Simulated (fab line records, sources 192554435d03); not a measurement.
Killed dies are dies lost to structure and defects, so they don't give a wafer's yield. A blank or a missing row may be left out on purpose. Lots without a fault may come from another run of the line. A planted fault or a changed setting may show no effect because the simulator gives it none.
Split-lot experiment | flow n5_finfet | 7 lots, 39 wafers read, on a route of 1938 steps

THE SPLIT
At N5_BEOL_M10_DEP_56 (deposits SiCN from 3MS/NH3, target thk 15 nm, time 26.5 s), the setting target_thk_a was moved away from the recipe's 150 angstrom on 15 of the 39 wafers read, by -59.8% to +48.7%. The other wafers ran this setting at the recipe's value.

The reading is taken at the split's own step.

THE READING
SiCN_of_BEOL_M10_DEP_56.thk_nm (the simulator's own value, which no gauge read), in nm, at N5_BEOL_M10_DEP_56 (deposits SiCN from 3MS/NH3, target thk 15 nm, time 26.5 s). The file gives no usual value for it. The 24 wafers here that ran the recipe average 15.0 nm, standard deviation 0.21 nm.

wafer  | tool, chamber at the split | target_thk_a as run, angstrom | against the recipe | SiCN_of_BEOL_M10_DEP_56.thk_nm, nm | against lot-mates on the recipe
L074.1 | pecvd-03, 2                | 76.68                         | -48.9%             | 7.6                                | -7.6
L074.2 | pecvd-03, 0,1              | 150                           | recipe             | 15                                 | -
L074.3 | pecvd-03, 0,1              | 150                           | recipe             | 15                                 | -
L074.4 | pecvd-03, 0                | 76.68                         | -48.9%             | 8                                  | -7.2
L074.5 | pecvd-03, 2                | 76.68                         | -48.9%             | 7.8                                | -7.4
L074.6 | pecvd-03, 1                | 150                           | recipe             | 15.6                               | -
L076.1 | pecvd-04, 0                | 150                           | recipe             | 14.8                               | -
L076.2 | pecvd-04, 1,0,1,0          | 150                           | recipe             | 15                                 | -
L076.3 | pecvd-04, 1,0,1,0          | 150                           | recipe             | 15                                 | -
L076.4 | pecvd-04, 1,0,1,0          | 150                           | recipe             | 15                                 | -
L076.6 | pecvd-04, 1,0,1,0          | 150                           | recipe             | 15                                 | -
L076.5 | pecvd-04, 1                | 150                           | recipe             | 15.2                               | -
L078.1 | pecvd-04, 0                | 150                           | recipe             | 14.8                               | -
L078.2 | pecvd-04, 1                | 60.34                         | -59.8%             | 6                                  | -9.0
L078.3 | pecvd-04, 2                | 150                           | recipe             | 15.2                               | -
L078.4 | pecvd-04, 0                | 60.34                         | -59.8%             | 5.8                                | -9.2
L078.5 | pecvd-04, 1                | 150                           | recipe             | 15                                 | -
L078.6 | pecvd-04, 2                | 60.34                         | -59.8%             | 6.2                                | -8.8
L079.1 | pecvd-03, 1                | 118.5                         | -21.0%             | 11.6                               | -3.3
L079.6 | pecvd-03, 1                | 118.5                         | -21.0%             | 11.6                               | -3.3
L079.2 | pecvd-03, 2,0              | 150                           | recipe             | 14.8                               | -
L079.3 | pecvd-03, 2,0              | 150                           | recipe             | 14.8                               | -
L079.4 | pecvd-03, 0                | 118.5                         | -21.0%             | 11.8                               | -3.1
L079.5 | pecvd-03, 2                | 150                           | recipe             | 15                                 | -
L091.1 | pecvd-01, 2                | 223                           | +48.7%             | 21.8                               | +6.8
L091.2 | pecvd-01, 1                | 150                           | recipe             | 14.6                               | -
L091.3 | pecvd-01, 0                | 223                           | +48.7%             | 22.2                               | +7.2
L091.4 | pecvd-01, 0,1              | 150                           | recipe             | 15.2                               | -
L091.6 | pecvd-01, 0,1              | 150                           | recipe             | 15.2                               | -
L091.5 | pecvd-01, 2                | 223                           | +48.7%             | 22.4                               | +7.4
L094.1 | pecvd-03, 0,1              | 85.77                         | -42.8%             | 8.6                                | -6.5
L094.2 | pecvd-03, 0,1              | 85.77                         | -42.8%             | 8.6                                | -6.5
L094.3 | pecvd-03, 2                | 150                           | recipe             | 14.8                               | -
L094.4 | pecvd-03, 2                | 150                           | recipe             | 15                                 | -
L094.5 | pecvd-03, 1                | 85.77                         | -42.8%             | 8.8                                | -6.3
L094.6 | pecvd-03, 0                | 150                           | recipe             | 15.4                               | -
L097.2 | pecvd-04, 1,0              | 150                           | recipe             | 15                                 | -
L097.3 | pecvd-04, 1,0              | 150                           | recipe             | 15                                 | -
L097.5 | pecvd-04, 2                | 150                           | recipe             | 15.2                               | -
Where a row lists several chambers, the file gives one row for several wafers and doesn't say which wafer went through which chamber.

THE FIT
A straight line over all 39 wafers: SiCN_of_BEOL_M10_DEP_56.thk_nm changes by +0.149 nm for each +1% of target_thk_a; r = +1.00; the points scatter about the line by 0.21 nm.
The same after taking each lot's own level away (the mean of its wafers on the recipe; 39 wafers): +0.149 nm for each +1%; r = +1.00; scatter 0.19 nm.
On that fit, the largest move of target_thk_a shifts the reading by 8.9 nm.
The lots' own levels span 14.87 to 15.20 nm, that is 1.6 times the standard deviation above.
So the lot-to-lot level changes the slope little: the two slopes agree.
Check: with one of the wafers moved furthest among these (-59.8%) left out of the fit, the line predicts -8.95 nm for it against its lot-mates. It came out at -9 nm against them.

THE FILE'S OWN FIT
SiCN_of_BEOL_M10_DEP_56.thk_nm changes by +0.15 nm for each +1% of target_thk_a, r = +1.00.
